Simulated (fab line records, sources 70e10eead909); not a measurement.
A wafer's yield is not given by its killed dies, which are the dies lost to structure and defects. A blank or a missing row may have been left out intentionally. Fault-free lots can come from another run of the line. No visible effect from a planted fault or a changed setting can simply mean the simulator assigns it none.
Struck lot and sound lot, side by side | flow nand harc | 25 out of 1302 route steps
Sound: wafers L287.1, L287.3, L287.4. Wafers struck: L307.4, L307.5, L307.6. The cause comes at the end.
Per side, at each step with rows, come the tool, then ch with its chambers, and then its first start. Under that, the readings that differ: sound wafers | struck wafers | difference of the means | sigmas: that difference in standard deviations of wafers without a fault.
alike: a reading whose means differ by less than 2 such deviations, as well as words and numbers matching on both sides. not compared: withheld readings; readings where some wafer has no value; bounds like >300 that might hide an equal value; numbers whose values overlap and for which the record gives no deviation.
The two part at a step that has a row with sigmas, a row that says differs or no value, or rows on one side only. Non-overlapping numbers with no deviation appear without sigmas and do not part them. A reading that every wafer of one side lacks parts them only if that side has two wafers or more.

first, 1 step without rows for these wafers: NHARC_A_M0_SRD_25.
NHARC_A_M0_INSPECT_27:
  sound on defect inspect-02 at day 23 03:54; struck on defect inspect-01 at day 32 06:17
  alike: raw defect count
NHARC_A_M0_PRE_CLEAN_31: time 12 s.
  sound on pecvd-03 ch 1,2, day 23 03:58; struck on pecvd-04 ch 0,1,2, day 32 06:23
  alike: heater power w
  not compared: since wet clean h
NHARC_A_M0_DEP_32: deposits SiCN, target thk 30 nm.
  sound on pecvd-03 ch 1,2, day 23 04:03; struck on pecvd-04 ch 0,1,2, day 32 06:34
  alike: heater power w
  not compared: since wet clean h
then, 7 steps without rows for these wafers: NHARC_A_M1_DEP_00 (deposits SiOC, target thk 182.5 nm); NHARC_A_M1_DEHYDRATE_01 (time 120 s); NHARC_A_M1_HMDS_02 (time 30 s); NHARC_A_M1_COAT_34 (time 65 s); NHARC_A_M1_COAT_03 (resist thk 90 nm); NHARC_A_M1_SOFTBAKE_04 (time 55 s); NHARC_A_M1_EBR_05.
NHARC_A_M1_EXPOSE_06: exposes mask A M1, target cd 120 nm.
  sound on arfi scanner-01 ch 0, day 23 05:09; struck on arfi scanner-03 ch 0, day 32 07:33
  reading              | sound             | struck            | difference | sigmas
  exposure dose mJ cm2 | 75.09 75.13 75.15 | 74.35 74.36 74.29 | -0.79      | -11
  alike: mask
then, 2 steps without rows for these wafers: NHARC_A_M1_PEB_07 (peb time 65 s); NHARC_A_M1_DEVELOP_08 (develop time 35 s).
NHARC_A_M1_CD_MEAS_09 targets a cd of 120 nm.
  sound on cd sem-02 ch 0, day 23 05:17; struck on cd sem-01 ch 0, day 32 07:41
  reading    | sound             | struck            | difference | sigmas
  cd nm (nm) | 118.9 119.3 118.7 | 122.9 120.9 124.5 | +3.8       | +5
NHARC_A_M1_OVL_MEAS_10: pitch 240 nm.
  sound on overlay-01 at day 23 05:23; struck on overlay-02 at day 32 07:46
  reading           | sound       | struck         | difference | sigmas
  overlay x nm (nm) | 1.2 1.1 0.5 | -1.6 -1.3 -1.2 | -2.3       | -3
  alike: overlay y nm
NHARC_A_M1_INSPECT_11:
  sound on defect inspect-01 at day 23 05:25; struck on defect inspect-01 at day 32 07:48
  alike: raw defect count
NHARC_A_M1_DESCUM_14: chemistry O2, time 3 s.
  sound on rie diel-12 ch 0,1,2, day 23 05:29; struck on rie diel-13 ch 0,3, day 32 07:52
  reading               | sound             | struck            | difference | sigmas
  model.A_M1.cd nm (nm) | 119.1 119.6 119.2 | 122.9 121.2 124.3 | +3.5       |
  alike: chamber pressure mTorr, drypump motor current A, oes product au, rf vpp V, showerhead plenum p Torr, throttle valve pct
  not compared: rf hours counter h
NHARC_A_M1_ETCH_35: etches the open film in N2/H2, target depth 40 nm, overetch 12 nm, time 43.94 s.
  sound on rie diel-12 ch 0,1,2, day 23 05:34; struck on rie diel-13 ch 0,1, day 32 07:57
  alike: bias w, chamber pressure mTorr, drypump motor current A, n2 flow sccm, oes product au, rf vpp V, showerhead plenum p Torr, throttle valve pct
  not compared: rf hours counter h
NHARC_A_M1_ETCH_15: etches the open film in C4F8/Ar, target depth 182.5 nm, time 91.2 s.
  sound: rie diel-12 ch 0,1,2; struck: rie diel-13 ch 1,2,3
  reading                        | sound                | struck               | difference | sigmas
  chamber pressure mTorr (mTorr) | 25.015 25.039 25.026 | 24.998 24.878 24.986 | -0.073     | -3
  alike: bias w, oes product au, rf vpp V
  not compared: rf hours counter h
NHARC_A_M1_CD_MEAS_16:
  sound on cd sem-03 at day 23 05:47; struck on cd sem-01 at day 32 08:10
  reading    | sound             | struck            | difference | sigmas
  cd nm (nm) | 118.6 119.4 119.8 | 123.4 121.4 124.6 | +3.9       | +5
NHARC_A_M1_STRIP_18: strips in N2/H2.
  sound on rie diel-08 ch 0,2,3, day 23 05:52; struck on rie diel-13 ch 0,1,3, day 32 08:19
  reading                        | sound                | struck               | difference | sigmas
  chamber pressure mTorr (mTorr) | 29.948 29.982 29.978 | 30.059 30.021 30.023 | +0.065     | +2
  alike: drypump motor current A, n2 flow sccm, oes product au, rf vpp V, showerhead plenum p Torr, throttle valve pct
  not compared: rf hours counter h
NHARC_A_M1_ETCH_28: etches the open film in CF4/N2, target depth 30 nm, time 72.99 s.
  sound: rie diel-08 ch 1,2,3; struck: rie diel-13 ch 0,3
  reading               | sound             | struck            | difference | sigmas
  model.A_M1.cd nm (nm) | 119.3 119.8 119.4 | 123.1 120.5 125.1 | +3.4       |
  alike: bias w, chamber pressure mTorr, drypump motor current A, n2 flow sccm, oes product au, rf vpp V, showerhead plenum p Torr, throttle valve pct
  not compared: rf hours counter h
then, 2 steps without rows for these wafers: NHARC_A_M1_STRIP_19 (strips in post etch residue remover, time 600 s); NHARC_END_SORT_01.

WHERE THEY PART
Earliest at NHARC_A_M1_EXPOSE_06; latest, in this record, at NHARC_A_M1_STRIP_18. Later steps at which nothing parts them and some readings are alike: NHARC_A_M1_ETCH_28.

WHY: the cause the simulator had injected
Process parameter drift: arfi scanner-03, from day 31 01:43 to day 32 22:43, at NHARC_A_M1_EXPOSE_06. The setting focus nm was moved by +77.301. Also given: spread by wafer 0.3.
